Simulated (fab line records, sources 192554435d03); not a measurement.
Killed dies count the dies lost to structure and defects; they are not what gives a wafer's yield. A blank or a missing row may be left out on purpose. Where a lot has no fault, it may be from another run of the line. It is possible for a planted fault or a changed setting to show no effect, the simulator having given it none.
fab line records	flow n5Finfet
record: lots: 4	wafers: 12	lastDay: 18
route steps=1938 shown BEOL_M0_SAQP@674 BEOL_M4@1111 PASSIVATION@1936
lots with no fault: from the same line, run without faults
startH: hours from the record's opening day to when the first of the lot's shown wafers began	waitH: how many hours have passed since the lot's step before this one	" repeats the value in the row above	L1.1+2: a row that stands for several wafers	- either no value or no given start	* or withheld: withheld	< > ~ a bound
route shown NAME@n: a module of which the file shows steps, and the number in the route of the first	usual: average and standard deviation across the fault-free wafers	same: alike in all rows	chamber/n: place in a boat	sites: per-site readings	_std_site: standard deviation of those values	_edge_site: mean of outer sites minus mean of inner sites	radiusMm: how far each site lies from the wafer's centre	mask NAME#n: copy n	behind: the tool/chamber that last shaped the wafer	hold: reason for holding the lot/hours on hold/outcome of the hold	device: which transistor (n, p or np) failed to switch	end of line: tests run on the same wafers once the route is complete	for a step that has no rows: nothing shown but its recipe	killed: count of dies lost to structure and defects at first sort (not the wafer's yield)	map: a wafer's dies, marking killed ones x, the rest . and places with no die _
set.NAME: the setting as run; set.NAME@STEP: as run at that earlier step	model.NAME: the simulator's own value behind a step, which no gauge read
a table for each step, a row for each wafer; lots at some steps of the route
services: when a tool's chamber went out of use (startH, in hours from the record's first day, below 0 if earlier), for how many hours, and the reason
== steps ==
step: N5_BEOL_M0_SAQP_STRIP_108
recipe: chemistry: N2/H2	powerW: 500	tempC: 40	pressureMtorr: 50	rfFrequencyHz: 6e+07	overashFraction: 0.3	biasPowerW: 28	h2Frac: 0.5	n2FlowSccm: 300	h2FlowSccm: 300
step: N5_BEOL_M0_SAQP_RECESS_109
recipe: chemistry: HF/NH3	target: SiO2	targetDepthA: 30	afsCycles: 1	tempC: 30	sublimationTempC: 180	sublimationTimeS: 60
step: N5_BEOL_M0_SAQP_SPACER2_ALD_26
recipe: material: SiO2	targetThkA: 150	tempC: 300	aldPrecursorFamily: BDEAS	aldCoReactant: O2-plasma	pulseTimeS: 1	purgeTimeS: 2	coReactantPurgeTimeS: 2	pressureTorr: 2
step: N5_BEOL_M0_SAQP_SPACER2_ETCHBACK_27
recipe: chemistry: CHF3/O2	mode: anisotropicEtchback	target: SiO2	targetDepthA: 225	timeS: 11.25	pressureMtorr: 30	sourceW: 650	biasW: 170	Ar_flow_sccm: 200	CHF3_flow_sccm: 50	O2_flow_sccm: 5	ionEnergyEv: 200
step: N5_BEOL_M0_SAQP_MANDREL2_REMOVE_110
recipe: chemistry: HBr/Cl2/O2	btTimeS: 10	target: a-Si	stopOn: SiCN	endpoint: OES-SiCl	overEtchFrac: 1	icpW: 600	biasW: 30	HBr_flow_sccm: 150	Cl2_flow_sccm: 80	O2_flow_sccm: 5	pressureMtorr: 10
step: N5_BEOL_M0_SAQP_COAT_69
recipe: resist: SOC	tempC: 250	timeS: 60	spinRpm: 1500	resistThkNm: 90
step: N5_BEOL_M0_SAQP_COAT_72
recipe: resist: SiARC	tempC: 220	timeS: 60	spinRpm: 1500	resistThkNm: 15
step: N5_BEOL_M0_SAQP_COAT_87
recipe: resist: underlayer	tempC: 205	timeS: 60	spinRpm: 1500	resistThkNm: 5
step: N5_BEOL_M0_SAQP_COAT_34
recipe: resist: CAR-EUV	spinRpm: 1500	resistThkNm: 30
step: N5_BEOL_M0_SAQP_EBR_36
recipe: solvent: PGMEA	ebrWidthMm: 1.5
step: N5_BEOL_M0_SAQP_SOFTBAKE_35
recipe: tempC: 110	timeS: 60	resist: CAR-EUV
step: N5_BEOL_M0_SAQP_EXPOSE_37
recipe: maskId: M0_CUT1	na: 0.33	sourceShape: annular	sigmaInner: 0.35	sigmaOuter: 0.8	polarization: unpolarized	targetCdNm: 30	doseMj: 44.75
usual: exposureDoseMJCm2: 44.76/0.048
same: na: 0.33
lot.wafer	tool	chamber	startH	waitH	mask	exposureDoseMJCm2
L294.1	euvScanner-02	0	116.06	-	M0_CUT1#0	44.74
L294.4	"	0	"	"	M0_CUT1#0	44.72
L294.5	"	0	"	"	M0_CUT1#0	44.74
L303.3	euvScanner-01	0	164.94	-	M0_CUT1#0	44.81
L303.4	"	0	"	"	M0_CUT1#0	44.78
L303.6	"	0	"	"	M0_CUT1#0	44.79
L316.3	euvScanner-02	0	246.09	-	M0_CUT1#0	45.46
L316.5	"	0	"	"	M0_CUT1#0	45.40
L316.6	"	0	"	"	M0_CUT1#0	45.42
L317.2	euvScanner-02	0	249.24	-	M0_CUT1#0	45.31
L317.3	"	0	"	"	M0_CUT1#0	45.33
L317.5	"	0	"	"	M0_CUT1#0	45.32
step: N5_BEOL_M0_SAQP_PEB_38
recipe: pebTempC: 100	pebTimeS: 60	resist: CAR-EUV
step: N5_BEOL_M0_SAQP_DEVELOP_39
recipe: developTimeS: 30	developer: TMAH	resist: CAR-EUV	rinseLiquid: surfactantRinse	dry: airSpin	devTempC: 23
step: N5_BEOL_M0_SAQP_DESCUM_45
recipe: chemistry: O2	timeS: 7	sourcePowerW: 50	biasPowerW: 20	pressureMtorr: 20	rfFrequencyHz: 2.712e+07	tempC: 40	resist: CAR-EUV	o2FlowSccm: 225
usual: drypumpMotorCurrentA: 5.7/0.54	o2FlowSccm: 224.9/0.68	oesProductAu: 0.83/0.11	rfVppV: 243.9/1.5	showerheadPlenumPTorr: 2.14/0.082	tempC: 39.99/0.1	throttleValvePct: 20.37/0.24
lot.wafer	tool	chamber	startH	waitH	drypumpMotorCurrentA	o2FlowSccm	oesProductAu	rfHoursCounterH	rfVppV	showerheadPlenumPTorr	tempC	throttleValvePct	model.BEOL_M0_SAQP.cdNm
L294.1	rieDiel-03	2	116.33	0.0	5.1	223.6	0.71	203	241.6	2.00	40.04	20.64	29.8
L294.4	"	1	"	"	5.4	226.2	0.76	-	244.9	2.19	40.06	20.53	30
L294.5	"	0	"	"	5.9	225.4	0.68	-	240.7	1.97	39.98	20.34	30
L303.3	rieDiel-03	0	165.20	0.0	5.9	224.3	1.00	4	247.3	2.23	40.03	20.08	30
L303.4	"	0	"	"	5.9	223.9	0.99	-	245.0	2.23	40.01	20.09	29.6
L303.6	"	1	"	"	5.4	224.7	0.75	-	244.9	2.18	39.83	20.57	29.8
L316.3	rieDiel-04	2	246.33	0.0	5.4	224.9	0.86	49	245.3	2.22	40.11	20.26	30.2
L316.5	"	0	"	"	6.4	224.3	0.84	-	244.1	2.13	40.09	20.71	30
L316.6	"	1	"	"	4.7	226.3	0.92	-	244.2	2.15	39.75	19.90	30
L317.2	rieDiel-03	0	249.49	0.0	5.9	224.0	0.92	31	245.7	2.22	40.11	20.11	30.4
L317.3	"	1	"	"	5.4	223.7	0.73	210	243.8	2.17	39.81	20.60	30.2
L317.5	"	3	"	"	6.2	224.3	0.88	-	244.9	2.23	39.87	20.46	30.2
step: N5_BEOL_M0_SAQP_ETCH_88
recipe: chemistry: N2/H2	target: underlayer	targetDepthA: 65	timeS: 5.2	ionEnergyEv: 200	maskMaterial: CAR-EUV	pressureMtorr: 30	sourceW: 840	biasW: 150	n2FlowSccm: 200	h2FlowSccm: 200	ends: cleared
usual: drypumpMotorCurrentA: 5.7/0.53	etchRfOnTimeS: 5.16/0.087	h2FlowSccm: 199.9/0.65	oesProductAu: 0.71/0.089	rfVppV: 525/3	showerheadPlenumPTorr: 2.60/0.1	throttleValvePct: 17.81/0.25
lot.wafer	tool	chamber	startH	waitH	drypumpMotorCurrentA	etchRfOnTimeS	h2FlowSccm	oesProductAu	rfHoursCounterH	rfVppV	showerheadPlenumPTorr	throttleValvePct	model.BEOL_M0_SAQP.cdNm
L294.1	rieDiel-03	2	116.36	0.0	5.1	5.27	200.0	0.61	203	521	2.42	17.90	29.8
L294.4	"	1	"	"	5.4	5.16	199.7	0.66	-	525	2.66	18.11	29.8
L294.5	"	0	"	"	5.8	5.11	200.0	0.58	-	521	2.38	17.79	30
L303.3	rieDiel-03	0	165.23	0.0	5.9	5.04	200.2	0.86	4	527	2.70	17.45	30
L303.4	"	0	"	"	5.9	5.03	200.8	0.84	-	527	2.70	17.45	29.6
L303.6	"	1	"	"	5.4	5.22	199.8	0.64	-	527	2.65	18.12	29.8
L316.3	rieDiel-04	2	246.37	0.0	5.4	5.13	200.1	0.73	49	528	2.69	17.75	30.2
L316.5	"	0	"	"	6.4	5.16	200.2	0.72	-	525	2.57	17.94	30
L316.6	"	1	"	"	4.7	5.19	200.0	0.78	-	525	2.61	17.37	29.8
L317.2	rieDiel-03	0	249.52	0.0	5.9	5.12	199.7	0.78	31	529	2.68	17.49	30.4
L317.3	"	1	"	"	5.4	5.29	200.9	0.61	210	528	2.64	18.19	30.4
L317.5	"	3	"	"	6.2	5.12	199.1	0.73	-	528	2.71	17.89	30.2
step: N5_BEOL_M0_SAQP_ETCH_73
recipe: chemistry: CF4	target: SiARC	targetDepthA: 195	maskMaterial: CAR-EUV	timeS: 32.5	ionEnergyEv: 80	pressureMtorr: 40	sourceW: 545	biasW: 36	Ar_flow_sccm: 100	cf4FlowSccm: 100	ends: cleared
step: N5_BEOL_M4_RC_MEAS_101
usual: DIBL_N: 36.3/1.7	DIBL_P: 36.0/1.9	IOFF_N: 0.156/0.028	IOFF_P: 0.21/0.036	ION_N: 675/11	ION_P: 463/7.8	SS_N: 71.6/0.59	SS_P: 73.2/0.63	VT_N: 250/3.1	VT_P: -251/3.4
lot.wafer	tool	chamber	startH	waitH	DIBL_N[mV/V]	DIBL_P[mV/V]	IOFF_N[nA/um]	IOFF_P[nA/um]	ION_N[uA/um]	ION_P[uA/um]	SS_N[mV/dec]	SS_P[mV/dec]	VT_N[mV]	VT_P[mV]
L294.1	prober-02	0	161.82	0.7	34.3	35.0	0.128	0.18	664	459	71.8	72.2	251	-255
L294.4	"	0	"	"	32.3	33.3	0.095	0.15	653	450	71.3	72.5	258	-255
L294.5	"	0	"	"	34.2	35.1	0.130	0.18	672	465	71.4	72.7	253	-251
L303.3	prober-02	0	210.09	0.3	36.9	35.4	0.169	0.21	687	470	71.5	72.6	245	-249
L303.4	"	0	"	"	37.0	36.3	0.176	0.22	679	469	71.4	73.5	247	-247
L303.6	"	0	"	"	36.1	34.5	0.153	0.19	677	464	71.3	72.9	250	-248
L316.3	prober-01	0	303.58	0.3	35.2	35.9	0.148	0.19	658	455	71.5	73.1	250	-252
L316.5	"	0	"	"	34.0	34.7	0.128	0.17	660	454	71.1	72.5	254	-253
L316.6	"	0	"	"	33.8	34.9	0.129	0.17	671	459	71.4	72.5	252	-254
L317.2	prober-01	0	320.23	0.2	37.3	35.3	0.149	0.22	675	466	71.5	73.3	250	-248
L317.3	"	0	"	"	38.9	37.6	0.184	0.26	681	471	71.8	73.9	247	-244
L317.5	"	0	"	"	37.0	35.2	0.149	0.22	663	461	71.9	72.4	250	-247
step: N5_PASSIVATION_PROBE_49
usual: defectLimitedYield: 91.5/1.5	killed_at_M0_to_M3: 30/11	killed_at_M4_up: 13/4.9	killedAtContacts: 14/6.5	killedAtFrontEnd: 40/11	killedAtOther: 3.3/2.7	killedDies: 100/18	killedOpen: 67/14	killedShort: 32/7.8	sort_bin_5_function: 5.0/0.97	sort_bin_6_memory: 3.2/0.75	sortNPass: 1080/18	sortYieldPct: 91.5/1.5
same: grossDies: 1180	killedAtBackSide: 0	sort_bin_4_leakage[%]: 0	sort_bin_8_speed[%]: 0
lot.wafer	tool	chamber	startH	waitH	defectLimitedYield[%]	killed_at_M0_to_M3	killed_at_M4_up	killedAtContacts	killedAtFrontEnd	killedAtOther	killedDies	killedOpen	killedShort	sort_bin_5_function[%]	sort_bin_6_memory[%]	sortNPass	sortYieldPct[%]
L317.2	prober-02	-	422.77	0.1	89.1	37	16	6	67	3	129	90	25	6.2	3.6	1051	89.1
killed by level:class
L317.2 STI_FIN_REVEAL:geometricParticle:open=28 HKMG_FIN:areaEtch=11 BEOL_M4:geometricParticle:open=9 BEOL_M0_SAQP:geometricParticle:open=8 BEOL_M0:geometricParticle:open=7 DUMMY_GATE:geometricParticle:open=5 MOL_CONTACT_COAG:geometricParticle:open=5 BEOL_M2:geometricParticle:open=5
== services ==
tool	chamber	startH	hours	kind
euvScanner-01	-	95.15	4.6	pm
euvScanner-02	-	100.47	4.6	pm
euvScanner-02	-	107.10	1.0	pm
rieDiel-03	3	109.89	-	clean
rieDiel-03	3	109.89	-	consumableReplace:focusRing
rieDiel-03	3	109.89	-	consumableReplace:showerhead
euvScanner-01	-	115.94	1.0	pm
euvScanner-02	-	122.11	3.6	repair
euvScanner-01	-	122.80	1.3	repair
rieDiel-03	0	128.83	-	clean
rieDiel-03	0	128.83	-	consumableReplace:focusRing
rieDiel-03	0	128.83	-	consumableReplace:showerhead
rieDiel-03	0	128.83	26.8	scheduledDown
rieDiel-03	0	128.83	26.8	ventCycle
euvScanner-02	-	146.32	0.1	repair
euvScanner-02	-	150.61	5.8	pm
euvScanner-02	-	163.25	1.0	pm
euvScanner-01	-	172.09	1.0	pm
rieDiel-04	1	179.78	2.1	repair
euvScanner-01	-	204.87	1.1	repair
euvScanner-02	-	219.40	1.0	pm
euvScanner-01	-	228.24	1.0	pm
rieDiel-03	1	231.32	3.0	repair
euvScanner-02	-	232.89	0.7	repair
== key ==
firstSign: step: N5_BEOL_M0_SAQP_EXPOSE_37	reading: exposureDoseMJCm2	direction: up	sigmas: 13	usual: 44.76	struck: 45.37
effect none on later readings
modelEffect: step: N5_BEOL_M0_SAQP_DESCUM_45	value: BEOL_M0_SAQP.cdNm	without: 29.9	struck: 30.17
modelEffect: step: N5_BEOL_M0_SAQP_ETCH_88	value: BEOL_M0_SAQP.cdNm	without: 29.9	struck: 30.17
metAt N5_BEOL_M0_SAQP_EXPOSE_37
struckWafers L316.3,L316.5,L316.6,L317.2,L317.3,L317.5
loopTrim: step: N5_BEOL_M0_SAQP_EXPOSE_37	setting: dose	lots: L317
baselineLoss: step: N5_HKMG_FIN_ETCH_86	wafers: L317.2
onsetBetween 116.06 246.09
fault: kind: processParameterDrift	tool: euvScanner-02	chamber: -	onsetH: 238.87	steps: N5_BEOL_M0_SAQP_EXPOSE_37	channel: doseMj	offset: 0.71906	shape: step	actsIn: theseRecipesOnly	stated: 44.75
loopTrim: a control loop set the setting to another value than it would have without faults
baselineLoss: these wafers lose ten dies or more at that step, a loss of the line's own and not of a fault; the sort's usual values leave them out
